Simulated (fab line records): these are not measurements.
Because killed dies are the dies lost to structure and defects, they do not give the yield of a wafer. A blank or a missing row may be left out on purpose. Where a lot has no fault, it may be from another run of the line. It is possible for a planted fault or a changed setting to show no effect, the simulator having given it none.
Struck lot and sound lot, side by side :: flow nandHarc :: 14 steps out of a route of 1302
Sound: the wafers L271.1, L271.4, L271.6. The struck wafers were L274.1, L274.3, L274.5. The cause comes at the end.
Order at every step that has rows: each side's tool, ch and its chambers, its first start. Under that, the readings that differ: sound wafers :: struck wafers :: difference of the means :: sigmas: that difference in standard deviations of wafers without a fault.
alike: same words and numbers on both sides, and readings whose means sit less than 2 such deviations apart. not compared: any withheld reading, any reading some wafer has no value for, any bound like >300 that may hide the same value, and any number with overlapping values for which the record gives no deviation.
Wherever a step has rows on one side only, a row that says differs or no value, or a row with sigmas, the two part there. Numbers that don't overlap but have no deviation are shown without sigmas and don't part them. Lack of a reading on every wafer of one side parts them only where that side has two or more wafers.

NHARC_P_CONTACT_ETCH_35: etches the open film in CF4, target depth 39 nm, time 65 s.
  sound on rieDiel-08 ch 1,2,3, day 12 05:31; struck on rieDiel-07 ch 1,2, day 12 20:32
  alike: drypumpMotorCurrentA, oesProductAu, rfVppV, showerheadPlenumPTorr, throttleValvePct
  not compared: rfHoursCounterH
NHARC_P_CONTACT_ETCH_36: etches the open film in N2/H2, target depth 260 nm, time 406.25 s.
  sound: rieDiel-08 ch 0,2,3; struck: rieDiel-07 ch 0,2
  alike: drypumpMotorCurrentA, oesProductAu, rfVppV, showerheadPlenumPTorr, throttleValvePct
  not compared: rfHoursCounterH
NHARC_P_CONTACT_ETCH_18: etches the open film in C4F8/O2/Ar, target depth 481 nm, time 240.5 s.
  sound: rieDiel-08 ch 1,2; struck: rieDiel-07 ch 0,2
  alike: oesProductAu, rfVppV
  not compared: rfHoursCounterH
then, 1 step without rows for these wafers: NHARC_P_CONTACT_STRIP_37 (strips in C4F8/O2/Ar).
NHARC_P_CONTACT_ETCH_31: etches the open film in CH3F/O2, target depth 30 nm, time 85.7 s.
  sound: rieDiel-08 ch 1,2; struck: rieDiel-07 ch 0,1,3
  alike: drypumpMotorCurrentA, oesProductAu, rfVppV, showerheadPlenumPTorr, throttleValvePct
  not compared: rfHoursCounterH
NHARC_P_CONTACT_CD_MEAS_19:
  sound: cdSem-02 at day 12 06:17; struck: cdSem-03 at day 12 21:19
  alike: cdNm
NHARC_P_CONTACT_STRIP_28: strips in O2.
  sound on rieDiel-07 ch 1,2,3, day 12 06:22; struck on rieDiel-04 ch 1,2,3, day 12 21:24
  alike: drypumpMotorCurrentA, oesProductAu, rfVppV, showerheadPlenumPTorr, throttleValvePct
  not compared: rfHoursCounterH
then, 5 steps without rows for these wafers: NHARC_P_CONTACT_STRIP_29 (strips in post etch residue remover, time 1200 s); NHARC_P_CONTACT_DEGAS_38 (time 60 s); NHARC_P_CONTACT_PRE_CLEAN_39 (time 19.5 s); NHARC_P_CONTACT_PVD_32 (deposits Ti, target thk 5 nm, time 17.7 s); NHARC_P_CONTACT_ALD_22 (deposits TiN, target thk 3 nm, pulse time 1 s, ald cycles 150).
NHARC_P_CONTACT_CVD_23: deposits W, target thk 200 nm, time 557 s.
  sound on cvdW-01 ch 0,1, day 12 08:12; struck on cvdW-01 ch 0,1, day 12 23:21
  alike: chamberPressureTorr, heaterPowerW, throttleValvePct
NHARC_P_CONTACT_CMP_24: polishes, t overpolish 30 s, target thk 200 nm.
  sound on cmp-03 ch 0,1,2, day 12 08:51; struck on cmp-03 ch 2,3, day 13 00:01
reading: timeToEndpointS (s)
sound: 36.4 39.3 38.5
struck: 80.7 75.3 77.5
difference: +39.8
sigmas: +17
  alike: motorCurrentA, overpolishRunS

WHERE THEY PART
Only at NHARC_P_CONTACT_CMP_24, within this record.

WHY: what the simulator had put in
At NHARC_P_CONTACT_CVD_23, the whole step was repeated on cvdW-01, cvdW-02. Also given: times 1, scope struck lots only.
